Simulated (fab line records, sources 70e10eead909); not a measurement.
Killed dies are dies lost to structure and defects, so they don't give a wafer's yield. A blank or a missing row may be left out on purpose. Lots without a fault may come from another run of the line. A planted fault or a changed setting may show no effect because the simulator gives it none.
Which tool did it? | flow nand_harc | 14 lots, 42 wafers sampled, at 4 steps of a route of 1302

WHAT THE GAUGES READ, wafer by wafer
NHARC_A_ONON_D1_THK_MEAS_27: measures by ellipsometry. Usual: thk_nm 1002 nm, standard deviation 8.3.
lot  | measured     | on            | thk_nm (nm)    | flag
L646 | day 8 10:46  | film_metro-02 | 1005 1007 1008 |
L647 | day 8 15:03  | film_metro-02 | 994 997 995    |
L651 | day 10 01:16 | film_metro-01 | 1001 1002 1002 |
L650 | day 10 01:17 | film_metro-02 | 1000 998 997   |
L653 | day 11 11:29 | film_metro-01 | 1004 1004 1005 |
L654 | day 11 11:30 | film_metro-02 | 999 998 1001   |
L657 | day 13 01:40 | film_metro-01 | 995 994 994    |
L658 | day 13 12:04 | film_metro-01 | 998 996 996    |
L659 | day 14 09:28 | film_metro-01 | 997 997 998    |
L661 | day 15 05:26 | film_metro-02 | 1014 1015 1014 |
L665 | day 16 16:35 | film_metro-01 | 1802 1802 1801 | OFF
L667 | day 17 01:04 | film_metro-01 | 1816 1816 1817 | OFF
L668 | day 17 10:17 | film_metro-01 | 1005 1007 1007 |
L669 | day 18 03:03 | film_metro-01 | 1004 1004 1005 |

NHARC_END_SORT_01. Usual: killed_at_array 55, standard deviation 17; killed_at_other 1.1, standard deviation 1.6; killed_at_periphery 3.8, standard deviation 2.5; killed_dies 60, standard deviation 18; killed_open 3.3, standard deviation 1.9; killed_short 2.5, standard deviation 1.7.
lot  | measured     | on        | killed_at_array | killed_at_other | killed_at_periphery | killed_dies | killed_open | killed_short | flag
L658 | day 29 14:52 | prober-02 | 77 65 65        | 2 0 0           | 3 5 2               | 82 70 67    | 5 1 1       | 7 0 3        |
L659 | day 30 19:32 | prober-02 | 68 65 58        | 1 0 0           | 3 6 4               | 72 71 62    | 1 1 0       | 3 5 2        |
L665 | day 33 05:04 | prober-01 | 672 674         | 1 1             | 4 2                 | 677 677     | 1 3         | 1 2          | OFF
L667 | day 32 20:26 | prober-01 | 671 668         | 5 4             | 1 5                 | 677 677     | 6 2         | 4 0          | OFF
L668 | day 34 08:27 | prober-01 | 49 61 65        | 0 0 1           | 3 1 6               | 52 62 72    | 3 3 4       | 2 3 3        |

WHICH TOOL RAN EACH LOT (tool, then ch and the chambers of the sampled wafers, then the start)
lot  | NHARC_A_ZERO_WELL_ETCH_13        | NHARC_A_ONON_D1_DEP_25
L646 | rie_si-01 ch 0,1, day 6 23:20    | pecvd_onon-04 ch 0, day 8 10:14
L647 | rie_si-02 ch 0,2,3, day 7 05:34  | pecvd_onon-04 ch 0, day 8 14:39
L651 | rie_si-04 ch 2,3, day 8 15:30    | pecvd_onon-03 ch 0, day 10 00:53
L650 | rie_si-01 ch 2,3, day 8 15:51    | pecvd_onon-04 ch 0, day 10 00:50
L653 | rie_si-02 ch 1,2,3, day 9 23:58  | pecvd_onon-02 ch 0, day 11 10:59
L654 | rie_si-04 ch 1,2,3, day 10 02:16 | pecvd_onon-04 ch 0, day 11 10:59
L657 | rie_si-01 ch 0,1, day 11 13:32   | pecvd_onon-03 ch 0, day 13 01:10
L658 | rie_si-01 ch 0,1,3, day 12 02:46 | pecvd_onon-02 ch 0, day 13 11:34
L659 | rie_si-04 ch 0,2,3, day 13 01:02 | pecvd_onon-02 ch 0, day 14 08:57
L661 | rie_si-01 ch 0,1, day 13 20:01   | pecvd_onon-04 ch 0, day 15 05:02
L665 | rie_si-01 ch 0,1,2, day 15 07:19 | pecvd_onon-03 ch 0, day 16 16:08
L667 | rie_si-01 ch 0,1,3, day 15 13:22 | pecvd_onon-03 ch 0, day 17 00:33
L668 | rie_si-02 ch 0,1,2, day 16 01:20 | pecvd_onon-02 ch 0, day 17 09:47
L669 | rie_si-04 ch 0,1,3, day 16 16:16 | pecvd_onon-02 ch 0, day 18 02:32
- NHARC_A_ZERO_WELL_ETCH_13: etches the open film in HBr/Cl2, target depth 120 nm, time 40.1 s.
- NHARC_A_ONON_D1_DEP_25: target thk 1000 nm.

WHAT THE TOOLS THEMSELVES READ (means of the sampled wafers that have a number; where no wafer has one, the mark that the record gives instead)
NHARC_A_ZERO_WELL_ETCH_13. Usual: drypump_motor_current_A 5.8 A, standard deviation 0.45; he_backside_leak_sccm 2.70 sccm, standard deviation 0.23; oes_product_au 1.002 a.u., standard deviation 0.0093; throttle_valve_pct 26.404 %, standard deviation 0.0094.
lot  | tool      | drypump_motor_current_A (A) | he_backside_leak_sccm (sccm) | oes_product_au (a.u.) | throttle_valve_pct (%) | flag
L646 | rie_si-01 | 5.6                         | 2.61                         | 1.004                 | 26.407                 |
L647 | rie_si-02 | 5.9                         | 2.80                         | 1.005                 | 26.399                 |
L651 | rie_si-04 | 6.2                         | 2.84                         | 0.998                 | 26.401                 |
L650 | rie_si-01 | 5.7                         | 2.68                         | 0.991                 | 26.412                 |
L653 | rie_si-02 | 5.4                         | 2.68                         | 1.013                 | 26.408                 |
L654 | rie_si-04 | 6.4                         | 2.93                         | 0.999                 | 26.396                 |
L657 | rie_si-01 | 5.7                         | 2.69                         | 1.003                 | 26.407                 |
L658 | rie_si-01 | 5.6                         | 2.55                         | 0.996                 | 26.399                 |
L659 | rie_si-04 | 5.9                         | 2.84                         | 0.991                 | 26.399                 |
L661 | rie_si-01 | 5.8                         | 2.55                         | 1.003                 | 26.404                 |
L665 | rie_si-01 | 5.8                         | 2.58                         | 0.996                 | 26.408                 |
L667 | rie_si-01 | 5.6                         | 2.58                         | 1.002                 | 26.410                 |
L668 | rie_si-02 | 5.7                         | 2.61                         | 1.007                 | 26.408                 |
L669 | rie_si-04 | 6.1                         | 2.83                         | 1.009                 | 26.408                 |

THE ANSWER, worked out from the rows above alone
Rule: a lot is off if the mean of its wafers that have a number lies more than 3 standard deviations from the usual mean. A lot without any number at a reading at which 4 lots or more have one is off too. The other lots that the step has rows for count as sound. The gauges are gone through in route order, then the tools' own readings, and for those a lot's mean is taken as printed above. The first step at which some lot is off is used, and at that step the reading that is off furthest; a lot without a number counts as furthest.
Off: L665, L667, at NHARC_A_ONON_D1_THK_MEAS_27 (thk_nm).
A tool fits if, at a process step before that reading, it ran every lot that is off, and no sound lot after the first of them. The gauges at NHARC_A_ONON_D1_THK_MEAS_27 aren't tried: what is off there is off at NHARC_END_SORT_01 too, on other tools, and a gauge's error can't cause that. Can't be told from this: 2 tools fit, rie_si-01 at NHARC_A_ZERO_WELL_ETCH_13, pecvd_onon-03 at NHARC_A_ONON_D1_DEP_25.

WHAT THE SIMULATOR HAD PUT IN
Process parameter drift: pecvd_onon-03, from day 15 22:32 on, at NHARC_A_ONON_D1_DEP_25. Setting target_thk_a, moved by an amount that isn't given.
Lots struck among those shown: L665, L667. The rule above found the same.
